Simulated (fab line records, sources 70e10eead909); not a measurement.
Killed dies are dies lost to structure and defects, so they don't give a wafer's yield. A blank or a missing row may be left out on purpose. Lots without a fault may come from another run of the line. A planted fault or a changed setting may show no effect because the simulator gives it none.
Which tool did it? | flow nand_harc | 24 lots, 72 wafers sampled, at 5 steps of a route of 1302

WHAT THE GAUGES READ, wafer by wafer
NHARC_A_CONTACT_INSPECT_71. Usual: raw_defect_count 87, standard deviation 33.
lot  | measured     | on                | raw_defect_count | flag
L075 | day 22 14:28 | defect_inspect-02 | 112 105 102      |
L074 | day 22 14:59 | defect_inspect-02 | 43 55 48         |
L076 | day 22 20:09 | defect_inspect-01 | 159 164 166      |
L077 | day 23 19:46 | defect_inspect-01 | 31 17 26         |
L080 | day 23 21:32 | defect_inspect-01 | 96 100 107       |
L078 | day 24 08:19 | defect_inspect-01 | 153 163 158      |
L079 | day 24 15:08 | defect_inspect-02 | 90 127 98        |
L081 | day 24 18:28 | defect_inspect-01 | 81 89 91         |
L082 | day 25 07:41 | defect_inspect-02 | 82 82 81         |
L083 | day 25 08:41 | defect_inspect-01 | 90 85 73         |
L085 | day 26 04:08 | defect_inspect-02 | 79 90 83         |
L084 | day 26 08:07 | defect_inspect-01 | 80 76 91         |
L086 | day 26 23:19 | defect_inspect-01 | 71 55 88         |
L087 | day 27 15:14 | defect_inspect-02 | 98 74 94         |
L088 | day 27 14:52 | defect_inspect-01 | 133 152 145      |
L089 | day 27 22:19 | defect_inspect-02 | 20 19 26         |
L090 | day 28 05:25 | defect_inspect-02 | 72 86 89         |
L091 | day 29 17:43 | defect_inspect-02 | 74 83 70         |
L093 | day 30 00:15 | defect_inspect-01 | 77 89 79         |
L092 | day 30 02:50 | defect_inspect-02 | 76 83 83         |
L095 | day 30 14:52 | defect_inspect-01 | 67 79 75         |
L094 | day 30 20:11 | defect_inspect-02 | 96 69 79         |
L096 | day 30 20:52 | defect_inspect-01 | 87 68 54         |
L097 | day 31 16:34 | defect_inspect-02 | 103 99 95        |

WHICH TOOL RAN EACH LOT (tool, then ch and the chambers of the sampled wafers, then the start)
lot  | NHARC_A_CONTACT_DEP_29          | NHARC_A_CONTACT_DESCUM_47          | NHARC_A_CONTACT_ETCH_122             | NHARC_A_CONTACT_ETCH_102
L075 | pecvd-04 ch 0,1, day 22 00:02   | rie_diel-13 ch 0,3, day 22 00:56   | har_cap_etch-02 ch 0,1, day 22 04:43 | rie_diel-13 ch 1,2, day 22 06:20
L074 | pecvd-04 ch 0,1, day 22 01:04   | rie_diel-05 ch 0,2,3, day 22 01:50 | har_cap_etch-03 ch 0,1, day 22 06:15 | rie_diel-13 ch 0,1,2, day 22 08:11
L076 | pecvd-02 ch 0,1, day 22 09:05   | rie_diel-13 ch 1,2, day 22 09:58   | har_cap_etch-01 ch 0,1, day 22 13:48 | rie_diel-09 ch 1,2, day 22 15:23
L077 | pecvd-02 ch 0,1,2, day 23 08:51 | rie_diel-13 ch 0,1,3, day 23 09:38 | har_cap_etch-02 ch 0,1, day 23 13:24 | rie_diel-13 ch 0,2,3, day 23 15:02
L080 | pecvd-03 ch 0,1, day 23 10:34   | rie_diel-09 ch 0,1,3, day 23 11:20 | har_cap_etch-03 ch 0,1, day 23 15:05 | rie_diel-13 ch 0,1,3, day 23 16:44
L078 | pecvd-04 ch 0,1, day 23 14:02   | rie_diel-09 ch 1,2,3, day 23 14:57 | har_cap_etch-01 ch 0,1, day 23 19:26 | rie_diel-09 ch 1,2,3, day 23 21:31
L079 | pecvd-02 ch 1,2, day 23 20:40   | rie_diel-05 ch 0,1,2, day 23 21:32 | har_cap_etch-01 ch 0,1, day 24 02:27 | rie_diel-05 ch 0,1, day 24 04:16
L081 | pecvd-02 ch 0,1,2, day 24 05:17 | rie_diel-13 ch 1,2,3, day 24 06:00 | har_cap_etch-02 ch 0,1, day 24 09:45 | rie_diel-13 ch 0,1,2, day 24 11:28
L082 | pecvd-02 ch 0,1,2, day 24 20:23 | rie_diel-05 ch 0,1, day 24 21:13   | har_cap_etch-03 ch 0,1, day 25 01:17 | rie_diel-13 ch 0,2, day 25 02:58
L083 | pecvd-04 ch 0,1,2, day 24 20:58 | rie_diel-13 ch 2,3, day 24 21:52   | har_cap_etch-02 ch 0, day 25 01:37   | rie_diel-09 ch 2,3, day 25 03:19
L085 | pecvd-04 ch 0,2, day 25 17:01   | rie_diel-13 ch 0,1,3, day 25 17:49 | har_cap_etch-03 ch 0,1, day 25 21:32 | rie_diel-13 ch 0,2,3, day 25 23:26
L084 | pecvd-03 ch 0,2, day 25 21:11   | rie_diel-05 ch 1,2,3, day 25 21:56 | har_cap_etch-03 ch 1, day 26 01:42   | rie_diel-13 ch 0,1,2, day 26 03:22
L086 | pecvd-02 ch 1,2, day 26 11:58   | rie_diel-05 ch 0,1,3, day 26 12:53 | har_cap_etch-02 ch 0,1, day 26 16:47 | rie_diel-05 ch 0,2,3, day 26 18:28
L087 | pecvd-04 ch 0,2, day 27 02:46   | rie_diel-05 ch 0,1,3, day 27 03:40 | har_cap_etch-01 ch 0,1, day 27 08:23 | rie_diel-13 ch 1,2,3, day 27 10:05
L088 | pecvd-03 ch 0,1, day 27 02:54   | rie_diel-13 ch 0,2,3, day 27 03:49 | har_cap_etch-02 ch 0,1, day 27 07:40 | rie_diel-05 ch 0,3, day 27 09:19
L089 | pecvd-02 ch 0,2, day 27 09:17   | rie_diel-09 ch 1,3, day 27 10:13   | har_cap_etch-02 ch 0,1, day 27 14:26 | rie_diel-13 ch 1,3, day 27 16:38
L090 | pecvd-02 ch 1,2, day 27 18:19   | rie_diel-09 ch 0,3, day 27 19:12   | har_cap_etch-02 ch 0,1, day 27 23:00 | rie_diel-13 ch 1,3, day 28 00:39
L091 | pecvd-02 ch 1,2, day 29 01:52   | rie_diel-05 ch 0,1,3, day 29 02:46 | har_cap_etch-01 ch 0, day 29 06:30   | rie_diel-05 ch 0,1,2, day 29 08:11
L093 | pecvd-04 ch 1,2, day 29 13:14   | rie_diel-13 ch 1,3, day 29 14:05   | har_cap_etch-03 ch 0,1, day 29 17:52 | rie_diel-09 ch 0,2,3, day 29 19:29
L092 | pecvd-02 ch 0,1,2, day 29 13:40 | rie_diel-13 ch 1,2,3, day 29 14:35 | har_cap_etch-02 ch 0,1, day 29 19:01 | rie_diel-05 ch 0,1,2, day 29 20:44
L095 | pecvd-04 ch 0,1,2, day 30 03:41 | rie_diel-13 ch 0,1, day 30 04:26   | har_cap_etch-03 ch 1, day 30 08:14   | rie_diel-05 ch 0,1,3, day 30 10:04
L094 | pecvd-03 ch 0,2, day 30 04:10   | rie_diel-13 ch 0,1, day 30 05:02   | har_cap_etch-02 ch 0, day 30 09:32   | rie_diel-09 ch 1,2, day 30 15:19
L096 | pecvd-02 ch 0,1,2, day 30 07:55 | rie_diel-09 ch 0,2,3, day 30 08:48 | har_cap_etch-01 ch 0,1, day 30 12:37 | rie_diel-09 ch 2,3, day 30 16:05
L097 | pecvd-03 ch 1,2, day 31 03:25   | rie_diel-13 ch 1,2,3, day 31 04:17 | har_cap_etch-02 ch 0,1, day 31 08:01 | rie_diel-13 ch 2,3, day 31 09:39
- NHARC_A_CONTACT_DEP_29: deposits SiON, target thk 100 nm.
- NHARC_A_CONTACT_DESCUM_47: chemistry O2, time 3 s.
- NHARC_A_CONTACT_ETCH_122: etches the open film in C4F8/O2/Ar, time 190 s, target depth 1850 nm.
- NHARC_A_CONTACT_ETCH_102: etches the open film in CF4/O2, target depth 100 nm, overetch 10 nm, time 55 s.

WHAT THE TOOLS THEMSELVES READ (means of the sampled wafers that have a number; where no wafer has one, the mark that the record gives instead)
NHARC_A_CONTACT_DEP_29. Usual: heater_power_outer_w 445 W, standard deviation 60; heater_power_w 716 W, standard deviation 82; susceptor_temp_C 400.01 C, standard deviation 0.2.
lot  | tool     | heater_power_outer_w (W) | heater_power_w (W) | susceptor_temp_C (C) | flag
L075 | pecvd-04 | 459                      | 770                | 400.14               |
L074 | pecvd-04 | 433                      | 735                | 400.01               |
L076 | pecvd-02 | 427                      | 676                | 399.86               |
L077 | pecvd-02 | 485                      | 756                | 399.92               |
L080 | pecvd-03 | 362                      | 600                | 399.96               |
L078 | pecvd-04 | 419                      | 703                | 400.05               |
L079 | pecvd-02 | 507                      | 764                | 400.24               |
L081 | pecvd-02 | 512                      | 798                | 400.17               |
L082 | pecvd-02 | 493                      | 755                | 399.95               |
L083 | pecvd-04 | 431                      | 721                | 400.02               |
L085 | pecvd-04 | 398                      | 678                | 400.38               |
L084 | pecvd-03 | 407                      | 682                | 400.07               |
L086 | pecvd-02 | 515                      | 805                | 400.27               |
L087 | pecvd-04 | 491                      | 796                | 399.86               |
L088 | pecvd-03 | 370                      | 596                | 400.06               |
L089 | pecvd-02 | 478                      | 752                | 400.02               |
L090 | pecvd-02 | 514                      | 774                | 399.84               |
L091 | pecvd-02 | 416                      | 652                | 399.88               |
L093 | pecvd-04 | 410                      | 686                | 399.81               |
L092 | pecvd-02 | 507                      | 776                | 400.09               |
L095 | pecvd-04 | 427                      | 717                | 400.05               |
L094 | pecvd-03 | 349                      | 613                | 399.89               |
L096 | pecvd-02 | 454                      | 706                | 399.97               |
L097 | pecvd-03 | 353                      | 595                | 399.84               |

NHARC_A_CONTACT_DESCUM_47. Usual: drypump_motor_current_A 5.6 A, standard deviation 0.4; oes_product_au 0.998 a.u., standard deviation 0.0074; rf_vpp_V 57.8 V, standard deviation 0.93; showerhead_plenum_p_Torr 1.90 Torr, standard deviation 0.059; throttle_valve_pct 11.311 %, standard deviation 0.0083.
lot  | tool        | drypump_motor_current_A (A) | oes_product_au (a.u.) | rf_vpp_V (V) | showerhead_plenum_p_Torr (Torr) | throttle_valve_pct (%) | flag
L075 | rie_diel-13 | 5.5                         | 0.992                 | 57.4         | 1.91                            | 11.320                 |
L074 | rie_diel-05 | 5.6                         | 0.993                 | 56.9         | 1.89                            | 11.313                 |
L076 | rie_diel-13 | 5.6                         | 1.005                 | 58.2         | 1.90                            | 11.316                 |
L077 | rie_diel-13 | 5.5                         | 0.997                 | 57.6         | 1.89                            | 11.311                 |
L080 | rie_diel-09 | 5.7                         | 1.005                 | 58.3         | 1.91                            | 11.324                 |
L078 | rie_diel-09 | 5.6                         | 1.003                 | 57.2         | 1.87                            | 11.308                 |
L079 | rie_diel-05 | 5.3                         | 0.995                 | 58.0         | 1.88                            | 11.310                 |
L081 | rie_diel-13 | 5.6                         | 0.999                 | 58.9         | 1.91                            | 11.308                 |
L082 | rie_diel-05 | 5.7                         | 1.001                 | 57.6         | 1.84                            | 11.309                 |
L083 | rie_diel-13 | 5.8                         | 0.996                 | 58.7         | 1.95                            | 11.318                 |
L085 | rie_diel-13 | 5.5                         | 1.000                 | 57.1         | 1.88                            | 11.317                 |
L084 | rie_diel-05 | 5.4                         | 1.000                 | 58.1         | 1.95                            | 11.315                 |
L086 | rie_diel-05 | 5.8                         | 0.993                 | 57.5         | 1.91                            | 11.309                 |
L087 | rie_diel-05 | 5.8                         | 0.997                 | 58.0         | 1.91                            | 11.306                 |
L088 | rie_diel-13 | 5.7                         | 1.006                 | 57.8         | 1.92                            | 11.313                 |
L089 | rie_diel-09 | 5.5                         | 0.998                 | 57.1         | 1.90                            | 11.318                 |
L090 | rie_diel-09 | 5.7                         | 0.997                 | 57.3         | 1.90                            | 11.311                 |
L091 | rie_diel-05 | 5.8                         | 1.004                 | 58.0         | 1.90                            | 11.310                 |
L093 | rie_diel-13 | 5.4                         | 1.005                 | 57.9         | 1.87                            | 11.308                 |
L092 | rie_diel-13 | 5.6                         | 1.002                 | 57.6         | 1.91                            | 11.313                 |
L095 | rie_diel-13 | 5.5                         | 1.000                 | 58.0         | 1.86                            | 11.301                 |
L094 | rie_diel-13 | 5.6                         | 1.001                 | 57.9         | 1.87                            | 11.313                 |
L096 | rie_diel-09 | 5.8                         | 0.996                 | 57.5         | 1.86                            | 11.308                 |
L097 | rie_diel-13 | 5.6                         | 0.998                 | 58.6         | 1.90                            | 11.320                 |

NHARC_A_CONTACT_ETCH_102. Usual: drypump_motor_current_A 5.6 A, standard deviation 0.38; oes_product_au 0.998 a.u., standard deviation 0.007; rf_vpp_V 197.7 V, standard deviation 1.1; showerhead_plenum_p_Torr 1.32 Torr, standard deviation 0.041; throttle_valve_pct 13.398 %, standard deviation 0.0092.
lot  | tool        | drypump_motor_current_A (A) | oes_product_au (a.u.) | rf_vpp_V (V) | showerhead_plenum_p_Torr (Torr) | throttle_valve_pct (%) | flag
L075 | rie_diel-13 | 5.6                         | 1.005                 | 198.1        | 1.33                            | 13.397                 |
L074 | rie_diel-13 | 5.7                         | 0.999                 | 197.6        | 1.33                            | 13.401                 |
L076 | rie_diel-09 | 5.6                         | 0.999                 | 197.1        | 1.31                            | 13.400                 |
L077 | rie_diel-13 | 5.7                         | 0.999                 | 197.0        | 1.35                            | 13.396                 |
L080 | rie_diel-13 | 5.5                         | 1.004                 | 198.1        | 1.32                            | 13.401                 |
L078 | rie_diel-09 | 5.6                         | 1.002                 | 197.6        | 1.30                            | 13.402                 |
L079 | rie_diel-05 | 5.5                         | 0.999                 | 197.7        | 1.33                            | 13.402                 |
L081 | rie_diel-13 | 5.7                         | 0.994                 | 197.7        | 1.33                            | 13.405                 |
L082 | rie_diel-13 | 5.9                         | 0.988                 | 198.4        | 1.35                            | 13.396                 |
L083 | rie_diel-09 | 5.6                         | 1.006                 | 197.2        | 1.30                            | 13.391                 |
L085 | rie_diel-13 | 5.7                         | 0.996                 | 198.3        | 1.34                            | 13.385                 |
L084 | rie_diel-13 | 5.7                         | 1.000                 | 199.5        | 1.33                            | 13.404                 |
L086 | rie_diel-05 | 5.6                         | 0.991                 | 197.5        | 1.32                            | 13.403                 |
L087 | rie_diel-13 | 5.6                         | 1.007                 | 197.7        | 1.33                            | 13.400                 |
L088 | rie_diel-05 | 6.1                         | 1.000                 | 198.6        | 1.34                            | 13.401                 |
L089 | rie_diel-13 | 5.4                         | 1.001                 | 198.1        | 1.30                            | 13.398                 |
L090 | rie_diel-13 | 5.4                         | 1.003                 | 198.0        | 1.30                            | 13.396                 |
L091 | rie_diel-05 | 5.3                         | 1.000                 | 197.1        | 1.30                            | 13.403                 |
L093 | rie_diel-09 | 5.8                         | 0.990                 | 197.3        | 1.30                            | 13.393                 |
L092 | rie_diel-05 | 5.3                         | 0.990                 | 197.5        | 1.30                            | 13.405                 |
L095 | rie_diel-05 | 5.8                         | 0.998                 | 197.3        | 1.33                            | 13.393                 |
L094 | rie_diel-09 | 5.6                         | 0.997                 | 197.1        | 1.30                            | 13.403                 |
L096 | rie_diel-09 | 5.6                         | 1.003                 | 196.9        | 1.29                            | 13.393                 |
L097 | rie_diel-13 | 5.6                         | 0.996                 | 197.4        | 1.34                            | 13.402                 |

THE ANSWER, worked out from the rows above alone
Rule: a lot is off if the mean of its wafers that have a number lies more than 3 standard deviations from the usual mean. A lot without any number at a reading at which 4 lots or more have one is off too. The other lots that the step has rows for count as sound. The gauges are gone through in route order, then the tools' own readings, and for those a lot's mean is taken as printed above. The first step at which some lot is off is used, and at that step the reading that is off furthest; a lot without a number counts as furthest.
No lot is off at any reading shown: from this, nothing can be told.

WHAT THE SIMULATOR HAD PUT IN
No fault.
